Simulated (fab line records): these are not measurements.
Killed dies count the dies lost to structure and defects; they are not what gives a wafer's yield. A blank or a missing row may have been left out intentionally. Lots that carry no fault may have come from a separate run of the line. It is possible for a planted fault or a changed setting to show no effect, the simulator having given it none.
Split-lot trial | flow n5_finfet | 21 wafers read across 7 lots, on a route 1938 steps long

## THE SPLIT ITSELF
At N5_BEOL_M6_COAT_22 (resist thk 30 nm), the setting spin_rpm was moved away from the recipe's 1500 rpm on 4 of the 21 wafers read, by -10.1% to +8.8%. This setting was run at the recipe's value on the other wafers.

## FROM THE SPLIT TO THE READING: what the file shows between them, 2 steps
- N5_BEOL_M6_EBR_24
- N5_BEOL_M6_SOFTBAKE_23: time 60 s

## THE READING
CAR-EUV_of_BEOL_M6_COAT_22.thk_nm (the simulator's own value, which no gauge read), in nm, at N5_BEOL_M6_DESCUM_33 (chemistry O2, time 7 s). There is no usual value for it anywhere in the file. The 17 wafers here that ran the recipe average 26.1 nm, standard deviation 0.096 nm.

wafer  | tool, chamber at the split | spin_rpm as run, rpm | against the recipe | CAR-EUV_of_BEOL_M6_COAT_22.thk_nm, nm | against lot-mates on the recipe
L074.3 | litho_track-01, 0          | 1500                 | recipe             | 26.2                                  | -
L074.5 | litho_track-01, 0          | 1500                 | recipe             | 26                                    | -
L074.6 | litho_track-01, 0          | 1500                 | recipe             | 26                                    | -
L077.1 | litho_track-04, 0          | 1500                 | recipe             | 26                                    | -
L077.4 | litho_track-04, 0          | 1500                 | recipe             | 26.2                                  | -
L077.5 | litho_track-04, 0          | 1500                 | recipe             | 26.2                                  | -
L087.1 | litho_track-01, 0          | 1622                 | +8.1%              | 24.8                                  | -1.2
L087.2 | litho_track-01, 0          | 1500                 | recipe             | 26                                    | -
L087.6 | litho_track-01, 0          | 1622                 | +8.1%              | 24.6                                  | -1.4
L086.1 | litho_track-01, 0          | 1500                 | recipe             | 26.2                                  | -
L086.6 | litho_track-01, 0          | 1500                 | recipe             | 26.2                                  | -
L086.3 | litho_track-01, 0          | 1632                 | +8.8%              | 24.8                                  | -1.4
L091.3 | litho_track-04, 0          | 1500                 | recipe             | 26                                    | -
L091.6 | litho_track-04, 0          | 1500                 | recipe             | 26                                    | -
L091.4 | litho_track-04, 0          | 1500                 | recipe             | 26.2                                  | -
L093.1 | litho_track-04, 0          | 1348                 | -10.1%             | 27.8                                  | +1.6
L093.2 | litho_track-04, 0          | 1500                 | recipe             | 26.2                                  | -
L093.4 | litho_track-04, 0          | 1500                 | recipe             | 26.2                                  | -
L094.2 | litho_track-04, 0          | 1500                 | recipe             | 26.2                                  | -
L094.4 | litho_track-04, 0          | 1500                 | recipe             | 26.2                                  | -
L094.6 | litho_track-04, 0          | 1500                 | recipe             | 26.2                                  | -

THE FIT
A straight line over all 21 wafers: CAR-EUV_of_BEOL_M6_COAT_22.thk_nm changes by -0.166 nm for each +1% of spin_rpm; r = -0.99; the points scatter about the line by 0.1 nm.
The same after taking each lot's own level away (the mean of its wafers on the recipe; 21 wafers): -0.159 nm for each +1%; r = -0.99; scatter 0.073 nm.
The reading moves by 1.6 nm for the largest change in spin_rpm, on that fit.
From 26.00 to 26.20 nm: that is the span of the lots' own levels, equal to 2.1 times the standard deviation above.
So the lot-to-lot level changes the slope little: the two slopes agree.
Check: for one of the wafers moved furthest among these (-10.1%), held out of the fit, the line's prediction against its lot-mates is +1.62 nm. Against them it came out at +1.6 nm.

## ADDITIONAL SPLITS CARRIED BY THESE WAFERS
These wafers also went through other splits before the reading. Each is held against what the fit with the lots' levels taken away leaves over:
other split on the same wafers | wafers away from the commonest value | r with CAR-EUV_of_BEOL_M6_COAT_22.thk_nm (lot level and that fit taken away)
N5_BEOL_M5_EXPOSE_08 dose_mj   | 7                                    | -0.10
N5_BEOL_M6_COAT_64 spin_rpm    | 7                                    | -0.06

## THE WHOLE CHAIN: every reading that the file lists as answering this split, in the file's order
step                 | what it does           | reading                                                                            | change (the file's fit)               | r (the file's)
N5_BEOL_M6_COAT_22   | resist thk 30 nm       | CAR-EUV_of_BEOL_M6_COAT_22.thk_nm (the simulator's own value, which no gauge read) | -0.151 nm for each +1% of the setting | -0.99
N5_BEOL_M6_DESCUM_33 | chemistry O2, time 7 s | CAR-EUV_of_BEOL_M6_COAT_22.thk_nm (the simulator's own value, which no gauge read) | -0.159 nm for each +1% of the setting | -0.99

## THE FILE'S OWN FIT
CAR-EUV_of_BEOL_M6_COAT_22.thk_nm changes by -0.159 nm for each +1% of spin_rpm, r = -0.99.
